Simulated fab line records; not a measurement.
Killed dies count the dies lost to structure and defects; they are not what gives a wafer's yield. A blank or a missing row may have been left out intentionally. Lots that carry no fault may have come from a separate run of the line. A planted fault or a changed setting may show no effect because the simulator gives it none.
Split-lot experiment ; flow n5_finfet ; 39 wafers read from 7 lots, route of 1938 steps

== ABOUT THE SPLIT ==
At N5_BEOL_M8_HM_DEP_02 (deposits TiN, target thk 20 nm), the setting target_thk_a was moved away from the recipe's 200 angstrom on 18 of the 39 wafers read, by -58.2% to +51.1%. This setting was run at the recipe's value on the other wafers.

== FROM THE SPLIT TO THE READING: what the file shows between them, 4 steps ==
- N5_BEOL_M8_COAT_59: time 60 s, resist thk 100 nm
- N5_BEOL_M8_COAT_60: time 60 s, resist thk 35 nm
- N5_BEOL_M8_STRIP_68: strips in N2/H2
- N5_BEOL_M8_STRIP_67: strips in CF4

== THE READING ==
oes_product_au, in a.u., at N5_BEOL_M8_HM_OPEN_17 (chemistry Cl2/BCl3, target TiN, target depth 20 nm, overetch 6 nm). Typical for fault-free wafers on this fab line: 0.67 a.u., with standard deviation 0.11 a.u.

wafer;tool, chamber at the split;target_thk_a as run, angstrom;against the recipe;oes_product_au, a.u.;against lot-mates on the recipe
L082.1;pvd_sputter-02, -;200;recipe;0.79;-
L082.2;pvd_sputter-02, -;164.7;-17.7%;0.66;-0.08
L082.3;pvd_sputter-02, -;164.7;-17.7%;0.70;-0.04
L082.4;pvd_sputter-02, -;200;recipe;0.71;-
L082.5;pvd_sputter-02, -;164.7;-17.7%;0.71;-0.03
L082.6;pvd_sputter-02, -;200;recipe;0.72;-
L084.1;pvd_sputter-02, -;83.61;-58.2%;0.53;-0.25
L084.2;pvd_sputter-02, -;200;recipe;0.78;-
L084.3;pvd_sputter-02, -;200;recipe;0.78;-
L084.4;pvd_sputter-02, -;200;recipe;0.79;-
L084.5;pvd_sputter-02, -;83.61;-58.2%;0.52;-0.26
L084.6;pvd_sputter-02, -;83.61;-58.2%;0.53;-0.25
L086.1;pvd_sputter-03, -;200;recipe;0.79;-
L086.2;pvd_sputter-03, -;233.1;+16.5%;0.79;+0.02
L086.3;pvd_sputter-03, -;233.1;+16.5%;0.79;+0.02
L086.4;pvd_sputter-03, -;233.1;+16.5%;0.86;+0.09
L086.5;pvd_sputter-03, -;200;recipe;0.73;-
L086.6;pvd_sputter-03, -;200;recipe;0.78;-
L087.1;pvd_sputter-03, -;200;recipe;0.75;-
L087.2;pvd_sputter-03, -;257.7;+28.8%;0.88;+0.12
L087.3;pvd_sputter-03, -;200;recipe;0.76;-
L087.4;pvd_sputter-03, -;257.7;+28.8%;0.88;+0.12
L087.5;pvd_sputter-03, -;200;recipe;0.76;-
L087.6;pvd_sputter-03, -;257.7;+28.8%;0.88;+0.12
L091.1;pvd_sputter-01, -;251.9;+26.0%;0.64;+0.09
L091.2;pvd_sputter-01, -;251.9;+26.0%;0.63;+0.08
L091.3;pvd_sputter-01, -;200;recipe;0.55;-
L091.4;pvd_sputter-01, -;251.9;+26.0%;0.63;+0.08
L091.5;pvd_sputter-01, -;200;recipe;0.55;-
L091.6;pvd_sputter-01, -;200;recipe;0.55;-
L093.1;pvd_sputter-03, -;302.2;+51.1%;0.66;+0.11
L093.2;pvd_sputter-03, -;302.2;+51.1%;0.66;+0.11
L093.3;pvd_sputter-03, -;200;recipe;0.55;-
L093.4;pvd_sputter-03, -;200;recipe;0.55;-
L093.5;pvd_sputter-03, -;302.2;+51.1%;0.65;+0.10
L093.6;pvd_sputter-03, -;200;recipe;0.55;-
L094.3;pvd_sputter-03, -;200;recipe;0.80;-
L094.5;pvd_sputter-03, -;200;recipe;0.75;-
L094.6;pvd_sputter-03, -;200;recipe;0.80;-

THE FIT
A straight line over all 39 wafers: oes_product_au changes by +0.00168 a.u. for each +1% of target_thk_a; r = +0.38; the points scatter about the line by 0.1 a.u.
The same after taking each lot's own level away (the mean of its wafers on the recipe; 39 wafers): +0.00348 a.u. for each +1%; r = +0.94; scatter 0.031 a.u.
The reading moves by 0.2 a.u. for the largest change in target_thk_a, on that fit.
Measured against the standard deviation above, the lots' own levels, which go from 0.550 to 0.783 a.u., span 2.1 times it.
So the lot-to-lot level blurs the effect unless lot-mates are compared.
Check: with one of the wafers moved furthest among these (-58.2%) left out of the fit, the line predicts -0.201 a.u. for it against its lot-mates. It came out at -0.253 a.u. against them.

== THE WHOLE CHAIN: every reading that the file lists as answering this split, in the file's order ==
step;what it does;reading;change (the file's fit);r (the file's)
N5_BEOL_M8_HM_DEP_02;deposits TiN, target thk 20 nm;TiN_of_BEOL_M8_HM_DEP_02.thk_nm (the simulator's own value, which no gauge read);+0.201 nm for each +1% of the setting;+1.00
N5_BEOL_M8_HM_OPEN_17;chemistry Cl2/BCl3, target TiN, target depth 20 nm, overetch 6 nm;oes_product_au;+0.00342 a.u. for each +1% of the setting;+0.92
N5_BEOL_M8_HM_OPEN_17;chemistry Cl2/BCl3, target TiN, target depth 20 nm, overetch 6 nm;etch.depth_nm (the simulator's own value, which no gauge read);+0.178 nm for each +1% of the setting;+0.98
N5_BEOL_M8_OCD_MEAS_38;;trench_depth_nm;not straight: 92.3 at the lowest setting, 93.0 at the recipe, 13.4 at the highest;not given

== FILE'S OWN FIT ==
oes_product_au changes by +0.00342 a.u. for each +1% of target_thk_a, r = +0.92.
